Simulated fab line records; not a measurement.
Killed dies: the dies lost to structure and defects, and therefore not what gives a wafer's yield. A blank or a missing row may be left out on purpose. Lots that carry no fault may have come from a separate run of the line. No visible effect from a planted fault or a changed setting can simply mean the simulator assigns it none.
Which tool is to blame? | flow nandHarc | Sampling: 6 lots, 18 wafers, 3 of 1159 route steps

## WHAT THE GAUGES READ, wafer by wafer
NHARC_A_ONON_D1_THK_MEAS_27: measures by ellipsometry.
lot  | measured     | on           | thkNm (nm)
L880 | day 8 13:59  | filmMetro-02 | 1005 1003 1005
L882 | day 9 12:14  | filmMetro-01 | 1009 1008 1009
L884 | day 9 20:28  | filmMetro-01 | 992 995 993
L887 | day 10 12:29 | filmMetro-01 | 995 995 993
L895 | day 12 13:26 | filmMetro-02 | 998 995 995
L898 | day 13 13:17 | filmMetro-01 | 998 779 780

## WHAT TOOL EACH LOT RAN ON (gives the tool, then ch and the chambers of the sampled wafers, and finally the start)
lot  | NHARC_A_ZERO_WELL_ETCH_13       | NHARC_A_ONON_D1_DEP_25
L880 | rieSi-03 ch 1,3, day 6 23:34    | pecvdOnon-01 ch 0, day 8 13:28
L882 | rieSi-01 ch 0,1,2, day 7 23:16  | pecvdOnon-02 ch 0, day 9 11:54
L884 | rieSi-01 ch 0,1, day 8 11:07    | pecvdOnon-03 ch 0, day 9 20:01
L887 | rieSi-03 ch 0,1,3, day 9 03:40  | pecvdOnon-03 ch 0, day 10 11:58
L895 | rieSi-01 ch 1,2,3, day 11 03:34 | pecvdOnon-02 ch 0, day 12 12:56
L898 | rieSi-03 ch 2,3, day 11 21:28   | pecvdOnon-03 ch 0, day 13 12:50
- NHARC_A_ZERO_WELL_ETCH_13: etches the open film in HBr/Cl2, target depth 120 nm, time 40.1 s.
- NHARC_A_ONON_D1_DEP_25: target thk 1000 nm.

## THE ANSWER, worked out from the rows above alone
Rule: the usual values come from the lots themselves. The widest of any qualifying gaps counts: lots, ordered by their means at a reading, are off when they make up no more than a third of the lots, leave a main group of 4 or more, and stand apart from it by 3 or more times the standard deviation of that group's means. A main group is skipped when, at the precision printed for the reading in the tables above, its means are all equal. A lot without any number at a reading at which 4 lots or more have one is off too. Where the step has rows for the other lots, those lots are counted as sound.
Off, at NHARC_A_ONON_D1_THK_MEAS_27 on thkNm: L898. For the main group the mean is 999 nm and the standard deviation 6.1.
If a tool, at a process step before that reading, ran all the lots that are off and no sound lot after the first of them, it fits. The gauges at NHARC_A_ONON_D1_THK_MEAS_27 are tried like those tools. Can't be told from this: 3 tools fit, rieSi-03 at NHARC_A_ZERO_WELL_ETCH_13, pecvdOnon-03 at NHARC_A_ONON_D1_DEP_25, filmMetro-01 at NHARC_A_ONON_D1_THK_MEAS_27.

## WHAT THE SIMULATOR HAD PUT IN
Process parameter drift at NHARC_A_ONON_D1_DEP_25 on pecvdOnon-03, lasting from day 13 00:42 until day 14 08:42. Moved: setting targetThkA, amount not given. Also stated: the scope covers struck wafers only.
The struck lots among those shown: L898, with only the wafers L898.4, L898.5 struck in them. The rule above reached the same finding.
